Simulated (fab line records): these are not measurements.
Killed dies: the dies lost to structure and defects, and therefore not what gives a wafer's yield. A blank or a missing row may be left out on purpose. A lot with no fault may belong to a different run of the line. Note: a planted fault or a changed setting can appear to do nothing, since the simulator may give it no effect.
Which of the tools did it? -- flow n5Finfet -- Sampling: 12 lots, 36 wafers, 2 of 1938 route steps

WHAT THE GAUGES SHOWED, per wafer
N5_BEOL_M8_OCD_MEAS_38.
lot,measured,on,trenchDepthNm (nm)
L075,day 11 00:49,ocd-02,95.3 90.3 89.4
L077,day 11 11:49,ocd-01,93.5 90.8 94.3
L080,day 12 07:04,ocd-02,93.1 96.4 90.4
L081,day 12 12:34,ocd-02,92.4 94.0 91.9
L083,day 12 22:46,ocd-01,91.6 94.2 94.0
L087,day 13 16:13,ocd-01,91.8 94.0 91.0
L086,day 14 03:02,ocd-01,94.2 95.9 92.3
L091,day 14 12:44,ocd-01,95.9 92.9 90.2
L092,day 14 16:58,ocd-02,92.8 93.7 92.9
L095,day 15 16:21,ocd-02,93.8 92.3 94.2
L094,day 16 05:13,ocd-02,90.2 94.2 93.2
L096,day 17 06:50,ocd-01,92.0 94.5 92.8

WHICH TOOL RAN EACH LOT (tool, then ch and the chambers of the sampled wafers, then the start)
lot,N5_BEOL_M8_TRENCH_ETCH_37
L075,"rieDiel-05 ch 2,3, day 11 00:49 or earlier"
L077,"rieDiel-02 ch 1,2,3, day 11 11:49 or earlier"
L080,"rieDiel-05 ch 1,2,3, day 12 07:04 or earlier"
L081,"rieDiel-05 ch 0,1,3, day 12 12:34 or earlier"
L083,"rieDiel-02 ch 0,2,3, day 12 22:46 or earlier"
L087,"rieDiel-05 ch 0,1, day 13 16:13 or earlier"
L086,"rieDiel-05 ch 0,1,3, day 14 03:02 or earlier"
L091,"rieDiel-05 ch 0,1,3, day 14 12:44 or earlier"
L092,"rieDiel-02 ch 2,3, day 14 16:58 or earlier"
L095,"rieDiel-06 ch 0,1, day 15 16:21 or earlier"
L094,"rieDiel-05 ch 0,2, day 16 05:13 or earlier"
L096,"rieDiel-02 ch 0,1,2, day 17 06:50 or earlier"
- N5_BEOL_M8_TRENCH_ETCH_37: etches SiCOH lowk in C4F6/O2, target depth 93.478 nm, time 31.2 s.

THE ANSWER, worked out from the rows above alone
Rule: usual is defined by the lots themselves. The widest of any qualifying gaps counts: lots, ordered by their means at a reading, are off when they make up no more than a third of the lots, leave a main group of 4 or more, and stand apart from it by 3 or more times the standard deviation of that group's means. Not used: any main group whose means are identical at the precision the tables above print for the reading. Also off: a lot with no number at a reading for which 4 or more lots have one. The other lots that the step has rows for count as sound.
Nothing can be told from this: no lot is off at any reading shown.

WHAT THE SIMULATOR HAD PUT IN
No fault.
